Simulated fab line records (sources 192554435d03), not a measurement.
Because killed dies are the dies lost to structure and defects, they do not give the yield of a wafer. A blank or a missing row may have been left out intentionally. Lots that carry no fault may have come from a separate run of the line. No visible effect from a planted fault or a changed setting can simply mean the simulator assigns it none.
Matching of chambers + flow n5 finfet + 4 sister chambers for N5_SD_EPI_N_ETCH_34 on rie diel-03
The step etches SiARC in CF4, target depth 45.5 nm, time 75.8 s. 20 wafers are shown with their chamber, then 10 later ones without.

## WAFERS, EACH WITH ITS CHAMBER
| wafer  | chamber | drypump motor current A (A) | throttle valve pct (%) | showerhead plenum p Torr (Torr) |
|--------|---------|-----------------------------|------------------------|---------------------------------|
| L076.1 | 0       | 6.1                         | 15.77                  | 2.17                            |
| L076.3 | 1       | 5.7                         | 15.87                  | 2.03                            |
| L076.4 | 0       | 6.2                         | 15.77                  | 2.17                            |
| L078.1 | 1       | 5.6                         | 15.88                  | 2.02                            |
| L078.2 | 3       | 5.7                         | 15.23                  | 2.18                            |
| L078.5 | 0       | 6.1                         | 15.77                  | 2.17                            |
| L081.3 | 1       | 5.6                         | 15.90                  | 2.02                            |
| L081.4 | 0       | 6.1                         | 15.78                  | 2.17                            |
| L081.5 | 2       | 5.5                         | 15.61                  | 2.27                            |
| L083.4 | 0       | 6.1                         | 15.79                  | 2.16                            |
| L083.5 | 2       | 5.5                         | 15.62                  | 2.27                            |
| L083.6 | 3       | 5.6                         | 15.26                  | 2.18                            |
| L084.2 | 0       | 6.2                         | 15.79                  | 2.16                            |
| L084.4 | 0       | 6.2                         | 15.79                  | 2.16                            |
| L084.5 | 2       | 5.5                         | 15.60                  | 2.27                            |
| L087.1 | 2       | 5.5                         | 15.64                  | 2.26                            |
| L087.3 | 1       | 5.7                         | 15.38                  | 2.27                            |
| L087.6 | 0       | 6.1                         | 15.82                  | 2.16                            |
| L091.1 | 0       | 6.1                         | 15.83                  | 2.16                            |
| L091.2 | 3       | 5.6                         | 15.31                  | 2.17                            |

SIGNATURES, as means of the wafers listed above
| reading                  | chamber 0 | chamber 1 | chamber 2 | chamber 3 | scatter within a chamber |
|--------------------------|-----------|-----------|-----------|-----------|--------------------------|
| drypump motor current A  | 6.133     | 5.650     | 5.500     | 5.633     | 0.0479                   |
| throttle valve pct       | 15.7900   | 15.7575   | 15.6175   | 15.2667   | 0.111                    |
| showerhead plenum p Torr | 2.1644    | 2.0850    | 2.2675    | 2.1767    | 0.0537                   |
Rule: a wafer's distance from a chamber is the root of the sum, over the readings, of the square of ((its reading less the chamber's mean) divided by the reading's scatter). The wafer belongs to the nearest chamber; if the next one is less than 2 further off, it can't be placed. The scatter: take each reading less its chamber's mean, square it, sum over the shown wafers, divide by the number of wafers less the number of chambers, and take the root.

## WAFERS MISSING THEIR CHAMBER
| wafer  | drypump motor current A (A) | throttle valve pct (%) | showerhead plenum p Torr (Torr) |
|--------|-----------------------------|------------------------|---------------------------------|
| L091.4 | 5.6                         | 15.38                  | 2.27                            |
| L092.2 | 5.5                         | 15.66                  | 2.26                            |
| L092.3 | 5.6                         | 15.41                  | 2.27                            |
| L092.4 | 5.6                         | 15.29                  | 2.17                            |
| L093.3 | 5.6                         | 15.31                  | 2.17                            |
| L093.4 | 6.2                         | 15.83                  | 2.16                            |
| L093.5 | 5.5                         | 15.65                  | 2.26                            |
| L094.2 | 6.1                         | 15.84                  | 2.16                            |
| L094.3 | 5.6                         | 15.32                  | 2.17                            |
| L094.5 | 5.5                         | 15.68                  | 2.26                            |

## WHICH CHAMBER EACH WENT THROUGH
| wafer  | from the rows above     | in truth |
|--------|-------------------------|----------|
| L091.4 | can't be placed: 3 or 2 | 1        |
| L092.2 | 2                       | 2        |
| L092.3 | can't be placed: 3 or 2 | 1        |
| L092.4 | 3                       | 3        |
| L093.3 | 3                       | 3        |
| L093.4 | 0                       | 0        |
| L093.5 | 2                       | 2        |
| L094.2 | 0                       | 0        |
| L094.3 | 3                       | 3        |
| L094.5 | 2                       | 2        |
Correctly placed: 8 of 10. Cannot be placed on the basis of these rows: 2; the candidates contain the true chamber in 0. Placed wrongly: 0.
